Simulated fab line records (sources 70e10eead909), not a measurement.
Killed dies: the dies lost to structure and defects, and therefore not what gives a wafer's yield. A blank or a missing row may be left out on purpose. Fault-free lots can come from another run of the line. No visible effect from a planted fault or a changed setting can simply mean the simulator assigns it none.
fab line records + flow nand-harc
record:
- lots: 6
- wafers: 16
- last-day: 32
route steps=1302 shown P_M0@278 P_M1@285
lots that met no fault: from a run of the same line without faults
start-h: start of the lot's first displayed wafer, in hours after the record's first day + wait-h: hours elapsed since this lot's preceding step + " as in the row above + L1.1+2: a row that stands for several wafers + - no value, or no start was given + * or withheld: withheld + < > ~ a bound
route shown NAME@n: NAME is a module with steps in the file, n the number in the route of the first one + usual: mean/standard deviation taken from wafers without a fault + same: alike in all rows + chamber/n: place in a boat + sites: readings site by site + _std_site: how widely they spread, as a standard deviation + _edge_site: the outer-site mean with the inner-site mean subtracted + radius-mm: for every site, how far away it sits from the centre of the wafer + mask NAME#n: copy n + behind: the last tool/chamber to shape the wafer + hold: why the lot was held/for how many hours/how that ended + device: whichever transistor did not switch (one of n, p or np) + end of line: the tests these same wafers got at the end of their route + a step given without rows: its recipe and nothing more + killed: count of dies lost to structure and defects at first sort (not the wafer's yield) + map: the dies of a wafer, with x for killed, . for not killed, _ for no die there
set.NAME: the setting the step ran with; set.NAME@STEP: the setting that earlier step ran with + model.NAME: the simulator's own value behind a step, which no gauge read
certain route steps with their lots: each step a table, each wafer a row
services: from which hour (start-h, from the record's first day; less than 0 if before it) a tool's chamber was out of use, for how many hours, and why
== steps ==
step: NHARC_P_M0_CMP_23
recipe:
- t-overpolish-s: 20
- target-thk-nm: 117.54
usual:
- motor-current-A: 12.7/1.1
- slurry-flow-ml-min: 150.0/0.45
- time-to-endpoint-s: 30/3.1
| lot.wafer | tool   | chamber | start-h | wait-h | motor-current-A | slurry-flow-ml-min | time-to-endpoint-s |
|-----------|--------|---------|---------|--------|-----------------|--------------------|--------------------|
| L244.2    | cmp-02 | 1       | 168.09  | -      | 14.6            | 149.2              | 32                 |
| L244.3    | "      | 2       | "       | "      | 10.9            | 149.5              | 34                 |
| L244.4    | "      | 0       | "       | "      | 12.7            | 149.3              | 33                 |
| L251.3    | cmp-03 | 0       | 231.44  | -      | 13.3            | 150.1              | 28                 |
| L251.4    | "      | 1       | "       | "      | 12.5            | 150.0              | 27                 |
| L251.5    | "      | 3       | "       | "      | 11.0            | 150.1              | 27                 |
| L255.1    | cmp-03 | 2       | 282.20  | -      | 12.0            | 150.3              | 31                 |
| L255.3    | "      | 3       | "       | "      | 11.4            | 150.4              | 29                 |
| L257.3    | cmp-01 | 1       | 300.05  | -      | 12.7            | 149.2              | 33                 |
| L257.5    | "      | 1       | "       | "      | 12.6            | 150.6              | 32                 |
| L260.4    | cmp-02 | 2       | 327.05  | -      | 10.8            | 150.1              | 32                 |
| L260.1    | "      | 3       | "       | "      | 14.1            | 149.6              | 32                 |
| L260.2    | "      | 1       | "       | "      | 14.4            | 150.2              | 29                 |
| L261.3    | cmp-02 | 0       | 337.32  | -      | 12.3            | 150.1              | 34                 |
| L261.4    | "      | 1       | "       | "      | 14.1            | 149.8              | 31                 |
| L261.5    | "      | 0       | "       | "      | 12.2            | 149.8              | 34                 |
step: NHARC_P_M0_THK_MEAS_24
recipe:
- thk-meas-gauge: xrf
usual:
- thk-nm: 117.8/1.8
| lot.wafer | tool          | chamber | start-h | wait-h | thk-nm |
|-----------|---------------|---------|---------|--------|--------|
| L244.2    | film-metro-01 | -       | 168.40  | -      | 117.6  |
| L244.3    | "             | -       | "       | "      | 120.1  |
| L244.4    | "             | -       | "       | "      | 118.7  |
| L251.3    | film-metro-01 | -       | 231.73  | -      | 120.6  |
| L251.4    | "             | -       | "       | "      | 119.1  |
| L251.5    | "             | -       | "       | "      | 119.2  |
| L255.1    | film-metro-02 | -       | 282.46  | -      | 115.7  |
| L255.3    | "             | -       | "       | "      | 116.1  |
| L257.3    | film-metro-01 | -       | 300.36  | -      | 118.1  |
| L257.5    | "             | -       | "       | "      | 115.9  |
| L260.1    | film-metro-01 | -       | 327.36  | -      | 117.5  |
| L260.2    | "             | -       | "       | "      | 118.2  |
| L260.4    | "             | -       | "       | "      | 117.4  |
| L261.3    | film-metro-02 | -       | 337.63  | -      | 121.2  |
| L261.4    | "             | -       | "       | "      | 119.0  |
| L261.5    | "             | -       | "       | "      | 120.5  |
step: NHARC_P_M0_SRD_25
step: NHARC_P_M0_INSPECT_27
usual:
- raw-defect-count: 291/100
| lot.wafer | tool              | chamber | start-h | wait-h | raw-defect-count |
|-----------|-------------------|---------|---------|--------|------------------|
| L244.2    | defect-inspect-01 | -       | 168.56  | 0.0    | 382              |
| L244.3    | "                 | -       | "       | "      | 368              |
| L244.4    | "                 | -       | "       | "      | 469              |
| L251.3    | defect-inspect-02 | -       | 231.88  | 0.0    | 146              |
| L251.4    | "                 | -       | "       | "      | 236              |
| L251.5    | "                 | -       | "       | "      | 305              |
| L255.1    | defect-inspect-01 | -       | 282.61  | 0.0    | 317              |
| L255.3    | "                 | -       | "       | "      | 263              |
| L257.3    | defect-inspect-02 | -       | 300.52  | 0.0    | 259              |
| L257.5    | "                 | -       | "       | "      | 252              |
| L260.1    | defect-inspect-02 | -       | 327.51  | 0.0    | 285              |
| L260.2    | "                 | -       | "       | "      | 270              |
| L260.4    | "                 | -       | "       | "      | 451              |
| L261.3    | defect-inspect-02 | -       | 337.79  | 0.0    | 292              |
| L261.4    | "                 | -       | "       | "      | 412              |
| L261.5    | "                 | -       | "       | "      | 253              |
step: NHARC_P_M0_PRE_CLEAN_31
recipe:
- time-s: 12
- temp-c: 370
- rf-power-w: 300
- gas: NH3
usual:
- heater-power-w: 645/83
- rf-fwd-power-W: 292.5/0.78
| lot.wafer | tool     | chamber | start-h | wait-h | heater-power-w | rf-fwd-power-W | since-wet-clean-h |
|-----------|----------|---------|---------|--------|----------------|----------------|-------------------|
| L244.3    | pecvd-03 | 2       | 168.63  | 0.1    | 585            | 291.6          | 152               |
| L244.2    | "        | 0       | "       | "      | 623            | 292.8          | 152               |
| L244.4    | "        | 1       | "       | "      | 667            | 293.2          | -                 |
| L251.3    | pecvd-01 | 1       | 231.97  | 0.1    | 559            | 293.5          | 89                |
| L251.4    | "        | 0       | "       | "      | 683            | 293.0          | -                 |
| L251.5    | "        | 1       | "       | "      | 572            | 292.5          | -                 |
| L255.3    | pecvd-03 | 1       | 282.68  | 0.1    | 623            | 291.2          | 85                |
| L255.1    | "        | 0       | "       | "      | 618            | 292.0          | 85                |
| L257.3    | pecvd-04 | 0       | 300.67  | 0.1    | 598            | 293.2          | 18                |
| L257.5    | "        | 1       | "       | "      | 706            | 293.9          | -                 |
| L260.2    | pecvd-03 | 0       | 327.58  | 0.1    | 636            | 292.2          | 130               |
| L260.1    | "        | 1       | "       | "      | 694            | 292.0          | 130               |
| L260.4    | "        | 0       | "       | "      | 650            | 292.4          | -                 |
| L261.4    | pecvd-01 | 2       | 337.90  | 0.1    | 690            | 291.9          | -                 |
| L261.3    | "        | 0       | "       | "      | 730            | 292.0          | -                 |
| L261.5    | "        | 2       | "       | "      | 674            | 292.8          | -                 |
step: NHARC_P_M0_DEP_32
recipe:
- target-thk-a: 300
- temp-c: 370
- target-thk-nm: 30
- pressure-torr: 3
- flow-sccm: 200
- rf-w: 450
- material: SiCN
usual:
- heater-power-w: 586/80
- rf-fwd-power-W: 449.1/1.5
| lot.wafer | tool     | chamber | start-h | wait-h | heater-power-w | rf-fwd-power-W | since-wet-clean-h |
|-----------|----------|---------|---------|--------|----------------|----------------|-------------------|
| L244.3    | pecvd-03 | 2       | 168.70  | 0.1    | 519            | 450.4          | 152               |
| L244.2    | "        | 0       | "       | "      | 599            | 447.7          | 152               |
| L244.4    | "        | 1       | "       | "      | 527            | 448.9          | -                 |
| L251.3    | pecvd-01 | 1       | 232.11  | 0.1    | 431            | 448.4          | 89                |
| L251.4    | "        | 0       | "       | "      | 695            | 448.3          | -                 |
| L251.5    | "        | 1       | "       | "      | 443            | 450.1          | -                 |
| L255.3    | pecvd-03 | 1       | 282.76  | 0.1    | 630            | 448.6          | 85                |
| L255.1    | "        | 0       | "       | "      | 582            | 447.9          | 85                |
| L257.3    | pecvd-04 | 0       | 300.80  | 0.1    | 559            | 449.6          | 18                |
| L257.5    | "        | 1       | "       | "      | 650            | 445.2          | -                 |
| L260.2    | pecvd-03 | 0       | 327.66  | 0.1    | 598            | 450.4          | 130               |
| L260.1    | "        | 1       | "       | "      | 528            | 451.0          | 130               |
| L260.4    | "        | 0       | "       | "      | 603            | 447.9          | -                 |
| L261.4    | pecvd-01 | 2       | 338.11  | 0.2    | 615            | 452.0          | -                 |
| L261.3    | "        | 0       | "       | "      | 650            | 448.3          | -                 |
| L261.5    | "        | 2       | "       | "      | 595            | 450.2          | -                 |
step: NHARC_P_M1_DEP_00
recipe:
- target-thk-a: 1825
- target-thk-nm: 182.5
- temp-c: withheld
- pressure-torr: 5
- flow-sccm: 200
- rf-w: 600
- material: SiOC
step: NHARC_P_M1_DEHYDRATE_01
recipe:
- temp-c: 150
- time-s: 120
step: NHARC_P_M1_HMDS_02
recipe:
- time-s: 30
step: NHARC_P_M1_COAT_34
recipe:
- temp-c: 200
- time-s: 65
step: NHARC_P_M1_COAT_03
recipe:
- spin-rpm: 1500
- resist-thk-nm: 90
step: NHARC_P_M1_SOFTBAKE_04
recipe:
- temp-c: 105
- time-s: 55
usual:
- heater-power-total-W: 188.44/0.13
| lot.wafer | tool           | chamber | start-h | wait-h | heater-power-total-W |
|-----------|----------------|---------|---------|--------|----------------------|
| L244.2    | litho-track-04 | 0       | 169     | -      | 188.74               |
| L244.3    | "              | 0       | "       | "      | 188.76               |
| L244.4    | "              | 0       | "       | "      | 188.42               |
| L251.3    | litho-track-01 | 0       | 232     | -      | 188.40               |
| L251.4    | "              | 0       | "       | "      | 188.35               |
| L251.5    | "              | 0       | "       | "      | 188.40               |
| L255.1    | litho-track-04 | 0       | 283     | -      | 182.50               |
| L255.3    | "              | 0       | "       | "      | 182.41               |
| L257.3    | litho-track-04 | 0       | 301     | -      | 182.43               |
| L257.5    | "              | 0       | "       | "      | 182.20               |
| L260.1    | litho-track-06 | 0       | 328     | -      | 188.54               |
| L260.2    | "              | 0       | "       | "      | 188.55               |
| L260.4    | "              | 0       | "       | "      | 188.50               |
| L261.3    | litho-track-01 | 0       | 338     | -      | 188.36               |
| L261.4    | "              | 0       | "       | "      | 188.58               |
| L261.5    | "              | 0       | "       | "      | 188.47               |
step: NHARC_P_M1_EBR_05
== services ==
| tool           | chamber | start-h | hours | kind   |
|----------------|---------|---------|-------|--------|
| cmp-02         | -       | 153.52  | 0.8   | repair |
| litho-track-01 | -       | 155.00  | 7.0   | pm     |
| cmp-03         | -       | 157.08  | 1.6   | repair |
| cmp-03         | -       | 162.00  | 4.0   | pm     |
| pecvd-04       | -       | 165.22  | 1.1   | repair |
| litho-track-06 | -       | 179.00  | 7.0   | pm     |
| pecvd-03       | -       | 185.06  | 13.0  | pm     |
| cmp-01         | -       | 185.50  | 4.0   | pm     |
| cmp-01         | -       | 191.35  | 1.1   | repair |
| cmp-01         | -       | 194.96  | 4.6   | repair |
| litho-track-04 | -       | 203.00  | 7.0   | pm     |
| cmp-01         | -       | 214.56  | 1.6   | repair |
| cmp-02         | -       | 216.66  | 0.6   | repair |
| cmp-02         | -       | 230.80  | 1.7   | repair |
| cmp-01         | -       | 231.10  | 5.9   | repair |
| cmp-02         | -       | 234.21  | 4.0   | pm     |
| pecvd-03       | 0       | 258.49  | 15.4  | repair |
| cmp-03         | -       | 260.00  | 4.0   | pm     |
| pecvd-04       | -       | 269.44  | 13.0  | pm     |
| cmp-01         | -       | 283.41  | 0.8   | repair |
| pecvd-01       | -       | 311.00  | 13.0  | pm     |
| litho-track-01 | -       | 330.00  | 7.0   | pm     |
| cmp-02         | -       | 332.21  | 4.0   | pm     |
| pecvd-04       | -       | 337.53  | 2.8   | repair |
== key ==
first-sign:
- step: NHARC_P_M1_SOFTBAKE_04
- reading: heater-power-total-W
- direction: down
- sigmas: 46
- usual: *
- struck: *
effect none on later readings
met-at NHARC_P_M1_SOFTBAKE_04
struck-wafers L255.1,L255.3,L257.3,L257.5
sort-left-out L255.1,L255.3,L257.3,L257.5
tester-left-out L255,L257
onset-between 169 283
earlier-fault:
- kind: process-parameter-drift
- tool: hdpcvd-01
- chamber: 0
- onset-h: 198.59
- steps: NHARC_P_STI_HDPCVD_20
- channel: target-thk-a
- offset: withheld
- shape: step
fault:
- kind: process-parameter-drift
- tool: litho-track-04
- chamber: -
- onset-h: 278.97
- steps: NHARC_P_M1_SOFTBAKE_04
- channel: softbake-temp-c
- offset: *
- shape: step
- acts-in: *
- stated: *
tester-left-out: of these lots the tester's yield and bins aren't shown, on N5 and GAA mostly nor the transistor test; their killed dies are dies lost to structure and defects alone, not to doping, threshold or leakage, so they don't give the yield
sort-left-out: the simulated sort isn't trusted on such a fault, so these wafers' sort isn't shown, and their yield isn't known
